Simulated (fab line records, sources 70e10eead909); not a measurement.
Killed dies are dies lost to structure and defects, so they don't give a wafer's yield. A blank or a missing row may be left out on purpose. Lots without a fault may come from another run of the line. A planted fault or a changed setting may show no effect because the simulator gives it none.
A struck lot beside a sound one | flow nand_harc | 14 steps out of a route of 1302
Sound: wafers L506.2, L506.4, L506.6. Struck: wafers L524.1, L524.4, L524.6. The cause comes at the end.
At each step with rows: each side's tool, then ch and its chambers, then its first start. Under that, the readings that differ: sound wafers | struck wafers | difference of the means | sigmas: that difference in standard deviations of wafers without a fault.
alike: readings whose means differ by less than 2 such deviations, and words and numbers that are the same on both sides. not compared: withheld readings, readings that some wafer has no value for, bounds like >300 that may hide the same value, and numbers for which the record gives no deviation and whose values overlap.
The two part at a step that has a row with sigmas, a row that says differs or no value, or rows on one side only. Numbers that don't overlap but have no deviation are shown without sigmas and don't part them. A reading that every wafer of one side lacks parts them only if that side has two wafers or more.

first, 1 step without rows for these wafers: NHARC_A_CONTACT_ETCH_77 (etches the open film in CF4/CHF3, target depth 108.9 nm, time 54.5 s).
NHARC_A_CONTACT_ETCH_78: etches the open film in O2/COS, target depth 5300 nm, time 1378 s.
  sound on rie_diel-08 ch 0,1,3; struck on rie_diel-01 ch 0,1,3
  alike: chamber_pressure_mTorr, drypump_motor_current_A, o2_flow_sccm, oes_product_au, rf_vpp_V, showerhead_plenum_p_Torr, throttle_valve_pct
  not compared: rf_hours_counter_h
then, 1 step without rows for these wafers: NHARC_A_CONTACT_ETCH_124 (etches the open film in C4F8/O2/Ar, time 140 s, target depth 700 nm).
NHARC_A_CONTACT_ETCH_125: etches the open film in C4F8/O2/Ar, time 197 s, target depth 1918 nm.
  sound on har_cap_etch-02 ch 1, day 22 01:07; struck on har_cap_etch-02 ch 0, day 29 18:23
  alike: chamber_pressure_mTorr
  not compared: rf_hours_counter_h
NHARC_A_CONTACT_ETCH_126: etches the open film in C4F8/O2/Ar, time 197 s, target depth 1918 nm.
  sound on har_cap_etch-02 ch 1, day 22 01:17; struck on har_cap_etch-02 ch 0, day 29 18:34
  alike: chamber_pressure_mTorr
  not compared: rf_hours_counter_h
then, 3 steps without rows for these wafers: NHARC_A_CONTACT_ETCH_127 (etches the open film in C4F8/O2/Ar, time 197 s, target depth 1918 nm); NHARC_A_CONTACT_ETCH_128 (etches the open film in C4F8/O2/Ar, time 197 s, target depth 1918 nm); NHARC_A_CONTACT_ETCH_129 (etches the open film in C4F8/O2/Ar, time 197 s, target depth 1918 nm).
NHARC_A_CONTACT_ETCH_130: etches the open film in C4F8/O2/Ar, time 197 s, target depth 1918 nm.
  sound on har_cap_etch-02 ch 1, day 22 02:01; struck on har_cap_etch-02 ch 0, day 29 19:16
  alike: chamber_pressure_mTorr
  not compared: rf_hours_counter_h
then, 3 steps without rows for these wafers: NHARC_A_CONTACT_ETCH_131 (etches the open film in C4F8/O2/Ar, time 197 s, target depth 1918 nm); NHARC_A_CONTACT_ETCH_132 (etches the open film in C4F8/O2/Ar, time 197 s, target depth 1924 nm); NHARC_A_CONTACT_ETCH_133 (etches the open film in C4F8/O2/Ar, time 374 s, target depth 1610 nm).
NHARC_A_CONTACT_ETCH_91: etches the open film in CH3F/O2, target depth 40 nm, time 85.7 s.
  sound on rie_diel-08 ch 0,1,3, day 22 03:17; struck on rie_diel-08 ch 0,1,2, day 29 20:35
  reading                        | sound                | struck               | difference | sigmas
  chamber_pressure_mTorr (mTorr) | 24.981 25.028 25.046 | 24.950 25.000 24.965 | -0.047     | -2
  oes_product_au (a.u.)          | 0.93 0.93 0.92       | 0.81 0.80 0.80       | -0.12      | -4
  alike: ch3f_flow_sccm, drypump_motor_current_A, o2_flow_sccm, rf_vpp_V, showerhead_plenum_p_Torr, throttle_valve_pct
  not compared: rf_hours_counter_h
NHARC_A_CONTACT_ETCH_97: etches the open film in C4F6/O2, target depth 20 nm, time 10 s.
  sound on rie_diel-08 ch 2,3; struck on rie_diel-08 ch 0,1,2
  reading               | sound             | struck            | difference | sigmas
  oes_product_au (a.u.) | 0.960 0.933 0.938 | 1.003 0.983 1.002 | +0.052     | +2
  alike: chamber_pressure_mTorr, drypump_motor_current_A, o2_flow_sccm, rf_vpp_V, showerhead_plenum_p_Torr, throttle_valve_pct
  not compared: rf_hours_counter_h

WHERE THEY PART
First at NHARC_A_CONTACT_ETCH_91; last, within this record, at NHARC_A_CONTACT_ETCH_97.

WHY: what the simulator had put in
Process parameter drift: rie_diel-08, from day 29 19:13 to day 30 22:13, at NHARC_A_CONTACT_ETCH_91. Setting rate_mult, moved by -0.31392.
